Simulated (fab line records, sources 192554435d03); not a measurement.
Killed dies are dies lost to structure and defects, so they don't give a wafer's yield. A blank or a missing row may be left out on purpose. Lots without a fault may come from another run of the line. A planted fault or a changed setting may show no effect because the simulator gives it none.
One fault seen from 2 desks | flow n5_finfet | each desk has only its own numbers; what lay behind them comes last

THE METROLOGY DESK
What the gauges read, lot by lot, whatever tool the lot ran on: means of the sampled wafers that have a number. A lot is out of limits, marked OUT, if its mean lies more than 4 standard deviations from the usual mean; the brackets give that distance.
Columns: A = cd_nm at N5_BEOL_M12_CD_MEAS_17, usual 141.3 nm
lot  | first seen here | A
L687 | day 11 05:38    | 141.6
L689 | day 11 10:17    | 139.2
L691 | day 12 08:23    | 142.4
L692 | day 13 13:52    | 142.6
L697 | day 14 08:00    | 141.2
L698 | day 14 20:37    | 143.3
L696 | day 14 23:19    | 142.2
L706 | day 16 04:28    | 142.1
L705 | day 16 20:19    | 140.8
L704 | day 16 21:03    | 142.0
This desk's finding: nothing out of limits on any of the 10 lots.

THE DEFECT DESK
What the inspections along the route counted, lot by lot: means of the sampled wafers that have a number. A lot is out of limits, marked OUT, if its mean lies more than 4 standard deviations from the usual mean; the brackets give that distance.
Columns: A = raw_defect_count at N5_BEOL_M12_INSPECT_30, usual 2.0
lot  | first seen here | A
L687 | day 11 06:01    | 2.7
L689 | day 11 10:47    | 1.0
L691 | day 12 08:46    | 1.7
L692 | day 13 14:22    | 2.0
L697 | day 14 08:30    | 252.0 (+99 or more) OUT
L698 | day 14 21:07    | 1.3
L696 | day 14 23:49    | 266.3 (+99 or more) OUT
L706 | day 16 04:50    | 2.0
L705 | day 16 20:49    | 2.0
L704 | day 16 21:34    | 2.0
This desk's finding: out of limits on L696, L697; first on L697, day 14 08:30 (raw_defect_count at N5_BEOL_M12_INSPECT_30). In limits: L687, L689, L691, L692, L698, L706, L705, L704.

PUT TOGETHER
The defect desk could have raised an alarm at day 14 08:30, on L696, L697.
The metrology desk saw nothing out of limits.
The metrology desk has L696, L697 on record, within its limits.
Of the lots named, all ran N5_BEOL_M12_STRIP_71 on wet_bench-01.

WHAT THE SIMULATOR HAD PUT IN
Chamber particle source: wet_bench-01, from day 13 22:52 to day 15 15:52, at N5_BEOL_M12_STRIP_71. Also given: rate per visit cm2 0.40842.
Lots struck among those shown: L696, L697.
Hours from the fault's start to each desk's first reading out of limits: the defect desk, 10.
